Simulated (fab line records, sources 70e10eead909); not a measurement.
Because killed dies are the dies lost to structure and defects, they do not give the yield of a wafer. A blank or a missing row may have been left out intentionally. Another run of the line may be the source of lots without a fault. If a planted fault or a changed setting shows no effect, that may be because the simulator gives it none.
Struck lot and sound lot, side by side / flow nand harc / 33 steps out of a route of 1302
Sound: the wafers L888.1, L888.2, L888.6. Struck: wafer L894.6. (L894.1, L894.4 of the same lot were not struck and are left out.) The cause comes at the end.
Order at every step that has rows: each side's tool, ch and its chambers, its first start. Under that, the readings that differ: sound wafers / struck wafers / difference of the means / sigmas: that difference in standard deviations of wafers without a fault.
alike: same words and numbers on both sides, and readings whose means sit less than 2 such deviations apart. not compared: any withheld reading, any reading some wafer has no value for, any bound like >300 that may hide the same value, and any number with overlapping values for which the record gives no deviation.
The two part at a step that has a row with sigmas, a row that says differs or no value, or rows on one side only. Numbers that have no deviation but don't overlap get no sigmas and don't part them. A reading missing from all wafers of one side parts the sides only when that side holds two or more wafers.

first, 8 steps without rows for these wafers: NHARC_A_BLC_DESCUM_15 (chemistry O2, time 3 s); NHARC_A_BLC_ETCH_16 (etches the open film in CF4, target depth 39 nm, time 65 s); NHARC_A_BLC_ETCH_17 (etches the open film in N2/H2, target depth 390 nm, time 609.38 s); NHARC_A_BLC_ETCH_18 (etches the open film in C4F8/O2/Ar, target depth 910 nm); NHARC_A_BLC_STRIP_29 (strips in CF4); NHARC_A_BLC_STRIP_21 (strips in O2); NHARC_A_BLC_STRIP_22 (strips in post etch residue remover, time 600 s); NHARC_A_BLC_DEGAS_30 (time 60 s).
NHARC_A_BLC_PRE_CLEAN_31: time 15 s.
  sound on pvd sputter-03 at day 25 07:10; struck on pvd sputter-03 at day 28 03:16
then, 23 steps without rows for these wafers: NHARC_A_BLC_PVD_32 (deposits Ti, target thk 5 nm, time 17.7 s); NHARC_A_BLC_ALD_23 (deposits TiN, target thk 3 nm, pulse time 1 s, ald cycles 150); NHARC_A_BLC_CVD_24 (deposits W, target thk 150 nm, time 434 s); NHARC_A_BLC_CMP_25 (polishes, t overpolish 30 s, target thk 150 nm); NHARC_A_BLC_SRD_27; NHARC_A_M0_DEP_00 (deposits SiOC, target thk 150 nm); NHARC_A_M0_DEHYDRATE_01 (time 120 s); NHARC_A_M0_HMDS_02 (time 30 s); NHARC_A_M0_COAT_33 (time 65 s); NHARC_A_M0_COAT_03 (resist thk 90 nm); NHARC_A_M0_SOFTBAKE_04 (time 55 s); NHARC_A_M0_EBR_05; NHARC_A_M0_EXPOSE_06 (exposes mask A M0, target cd 80 nm); NHARC_A_M0_PEB_07 (peb time 65 s); NHARC_A_M0_DEVELOP_08 (develop time 35 s); NHARC_A_M0_DESCUM_14 (chemistry O2, time 3 s); NHARC_A_M0_ETCH_34 (etches the open film in N2/H2, target depth 40 nm, overetch 12 nm, time 43.94 s); NHARC_A_M0_ETCH_15 (etches the open film in C4F8/Ar, target depth 150 nm, overetch 15 nm, time 82.5 s); NHARC_A_M0_STRIP_18 (strips in N2/H2); NHARC_A_M0_STRIP_19 (strips in post etch residue remover, time 600 s); NHARC_A_M0_DEGAS_28 (time 60 s); NHARC_A_M0_PRE_CLEAN_29 (time 30 s); NHARC_A_M0_PVD_20 (deposits TaN, target thk 5 nm, time 8.06 s).
-- jump in the record: it breaks off in module A_M0 and resumes in module END (first step shown: number 1302 of the route), and 2 days separate the struck wafers' starts before and after --
NHARC_END_SORT_01:
  only the struck wafers appear in the record here, on prober-02 ch 0 at day 30 04:03; the sound ones have no rows

## WHERE THEY PART
NHARC_END_SORT_01 only, going by this record.

WHY: the cause the simulator had injected
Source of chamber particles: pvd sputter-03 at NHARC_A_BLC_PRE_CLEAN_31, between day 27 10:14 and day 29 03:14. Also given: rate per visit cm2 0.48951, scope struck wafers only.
